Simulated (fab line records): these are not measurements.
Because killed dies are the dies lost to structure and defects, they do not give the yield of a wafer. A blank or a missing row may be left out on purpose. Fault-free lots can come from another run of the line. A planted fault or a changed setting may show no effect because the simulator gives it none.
Which tool did it?    flow nand harc    13 lots, 39 wafers sampled, at 6 steps of a route of 1302

WHAT THE GAUGES SHOWED, per wafer
NHARC_P_GATE_INSPECT_68. Usual: 182 for raw defect count, sd 72.
lot   measured      on                 raw defect count  flag
L218  day 5 17:38   defect inspect-01  208 549 302       
L219  day 6 06:24   defect inspect-01  196 174 245       
L220  day 6 13:26   defect inspect-02  401 158 121       
L221  day 7 03:25   defect inspect-02  109 94 144        
L222  day 7 15:34   defect inspect-02  193 160 139       
L223  day 7 22:29   defect inspect-02  108 160 201       
L225  day 9 00:40   defect inspect-01  178 161 169       
L228  day 10 10:53  defect inspect-02  567 496 610       OFF
L229  day 10 12:28  defect inspect-01  556 662 522       OFF
L235  day 12 17:41  defect inspect-01  132 155 161       
L237  day 14 00:28  defect inspect-02  186 176 236       
L239  day 14 15:14  defect inspect-02  91 136 154        
L240  day 15 09:20  defect inspect-01  220 256 237       

NHARC_P_CONTACT_CD_MEAS_12 targets a cd of 90 nm. Usual: 89.8 nm for cd nm, sd 0.53.
lot   measured      on         cd nm (nm)      flag
L218  day 5 19:15   cd sem-02  89.2 89.7 89.7  
L219  day 6 07:53   cd sem-02  89.4 89.9 89.6  
L220  day 6 14:56   cd sem-01  89.5 90.0 89.8  
L221  day 7 05:02   cd sem-01  89.2 89.2 89.4  
L222  day 7 17:03   cd sem-01  89.1 90.4 90.2  
L223  day 8 00:05   cd sem-03  89.1 89.5 88.5  
L225  day 9 02:09   cd sem-03  90.0 89.7 89.7  
L228  day 10 12:31  cd sem-01  89.0 89.3 89.4  
L229  day 10 13:57  cd sem-02  90.3 90.2 89.9  
L235  day 12 19:10  cd sem-03  89.7 91.1 89.6  
L237  day 14 01:59  cd sem-01  89.9 89.5 90.2  
L239  day 14 16:51  cd sem-02  89.9 90.0 89.9  
L240  day 15 10:56  cd sem-01  90.0 89.3 89.9  

NHARC_END_SORT_01. Usual: killed at array 55, standard deviation 17; killed at other 1.1, standard deviation 1.4; killed at periphery 3.9, standard deviation 3; killed dies 59, standard deviation 17; killed open 3.5, standard deviation 2; killed short 2.6, standard deviation 1.6.
lot   measured      on         killed at array  killed at other  killed at periphery  killed dies  killed open  killed short  flag
L228  day 28 20:32  prober-01  8 15 17          1 1 2            51 62 83             60 78 102    3 1 3        0 2 0         OFF
L229  day 28 20:35  prober-02  46 46 53         0 1 1            84 59 86             130 106 140  1 4 1        1 4 3         OFF

EACH LOT AND THE TOOL THAT RAN IT (in order: tool; ch and the chambers of the sampled wafers; start)
lot   NHARC_P_GATE_STRIP_75                 NHARC_P_GATE_STRIP_112                NHARC_P_GATE_ETCH_77
L218  plasma asher-01 ch 0,1, day 5 11:40   plasma asher-02 ch 0,1, day 5 13:07   wet bench-03 ch 3,4,6, day 5 16:35
L219  plasma asher-02 ch 0,1, day 6 00:46   plasma asher-01 ch 0,1, day 6 02:19   wet bench-03 ch 3,6,7, day 6 05:17
L220  plasma asher-01 ch 0,1, day 6 07:44   plasma asher-02 ch 0,1, day 6 09:14   wet bench-04 ch 0,4,7, day 6 12:23
L221  plasma asher-01 ch 0, day 6 21:43     plasma asher-02 ch 0,1, day 6 23:10   wet bench-01 ch 0,4,6, day 7 02:22
L222  plasma asher-01 ch 0,1, day 7 09:50   plasma asher-02 ch 0,1, day 7 11:21   wet bench-03 ch 2,3,4, day 7 14:25
L223  plasma asher-02 ch 0,1, day 7 16:45   plasma asher-02 ch 1, day 7 18:12     wet bench-01 ch 0,1,3, day 7 21:25
L225  plasma asher-02 ch 0,1, day 8 18:54   plasma asher-02 ch 0,1, day 8 20:21   wet bench-01 ch 0,1,3, day 8 23:35
L228  plasma asher-01 ch 1, day 10 05:13    plasma asher-01 ch 1, day 10 06:40    wet bench-01 ch 1,2,7, day 10 09:50
L229  plasma asher-02 ch 0,1, day 10 06:26  plasma asher-02 ch 0,1, day 10 07:50  wet bench-01 ch 0,2,7, day 10 11:25
L235  plasma asher-01 ch 1, day 12 12:02    plasma asher-02 ch 1, day 12 13:28    wet bench-04 ch 0,2,6, day 12 16:38
L237  plasma asher-02 ch 0,1, day 13 18:47  plasma asher-02 ch 0,1, day 13 20:07  wet bench-04 ch 0,3,4, day 13 23:20
L239  plasma asher-02 ch 0,1, day 14 09:32  plasma asher-02 ch 0,1, day 14 11:02  wet bench-03 ch 3,6,7, day 14 14:10
L240  plasma asher-01 ch 0,1, day 15 03:37  plasma asher-02 ch 0, day 15 05:03    wet bench-04 ch 1,2,3, day 15 08:17
- NHARC_P_GATE_STRIP_75: strips in O2.
- NHARC_P_GATE_STRIP_112: strips in N2/H2, time 200 s.
- NHARC_P_GATE_ETCH_77: etches SiO2 in dHF, target depth 6 nm.

WHAT THE TOOLS THEMSELVES READ (means of the sampled wafers that have a number; where no wafer has one, the mark that the record gives instead)
NHARC_P_GATE_STRIP_75. Usual: drypump motor current A 5.3 A, standard deviation 0.38; heater power w 330 W, standard deviation 24.
lot   tool             drypump motor current A (A)  heater power w (W)  flag
L218  plasma asher-01  5.3                          309                 
L219  plasma asher-02  5.4                          334                 
L220  plasma asher-01  5.0                          321                 
L221  plasma asher-01  5.7                          305                 
L222  plasma asher-01  5.0                          323                 
L223  plasma asher-02  5.4                          356                 
L225  plasma asher-02  5.4                          334                 
L228  plasma asher-01  4.6                          316                 
L229  plasma asher-02  5.4                          328                 
L235  plasma asher-01  4.6                          312                 
L237  plasma asher-02  5.4                          356                 
L239  plasma asher-02  5.4                          344                 
L240  plasma asher-01  5.0                          309                 

NHARC_P_GATE_STRIP_112. Usual: drypump motor current A 5.3 A, standard deviation 0.34; heater power w 89 W, standard deviation 6.6.
lot   tool             drypump motor current A (A)  heater power w (W)  flag
L218  plasma asher-02  5.4                          94                  
L219  plasma asher-01  5.3                          83                  
L220  plasma asher-02  5.4                          90                  
L221  plasma asher-02  5.4                          94                  
L222  plasma asher-02  5.4                          94                  
L223  plasma asher-02  5.4                          98                  
L225  plasma asher-02  5.4                          88                  
L228  plasma asher-01  4.6                          84                  
L229  plasma asher-02  5.4                          94                  
L235  plasma asher-02  5.4                          100                 
L237  plasma asher-02  5.4                          94                  
L239  plasma asher-02  5.4                          95                  
L240  plasma asher-02  5.4                          89                  

THE ANSWER, worked out from the rows above alone
Rule: a lot is off if the mean of its wafers that have a number lies more than 3 standard deviations from the usual mean. Also off: a lot with no number at a reading for which 4 or more lots have one. Where the step has rows for the other lots, those lots are counted as sound. After the gauges, taken in route order, come the tools' own readings; for these a lot's mean is taken, as printed above. At the first step where some lot is off, the reading lying furthest off is the one used; lots without a number count as furthest.
Off: L228, L229 (NHARC_P_GATE_INSPECT_68, raw defect count).
A tool fits if, at a process step before that reading, it ran every lot that is off, and no sound lot after the first of them. The gauges at NHARC_P_GATE_INSPECT_68 aren't tried: what is off there is off at NHARC_END_SORT_01 too, on other tools, and a gauge's error can't cause that. One fits: wet bench-01 at NHARC_P_GATE_ETCH_77. A fault onset in the window from L225 (day 8 23:35, its last sound lot) to L228 (day 10 09:50, its first lot off) fits.

WHAT WAS PUT IN BY THE SIMULATOR
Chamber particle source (wet bench-01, NHARC_P_GATE_ETCH_77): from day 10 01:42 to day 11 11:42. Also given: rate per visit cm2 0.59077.
Lots struck among those shown: L228, L229. The rule above reached the same finding.
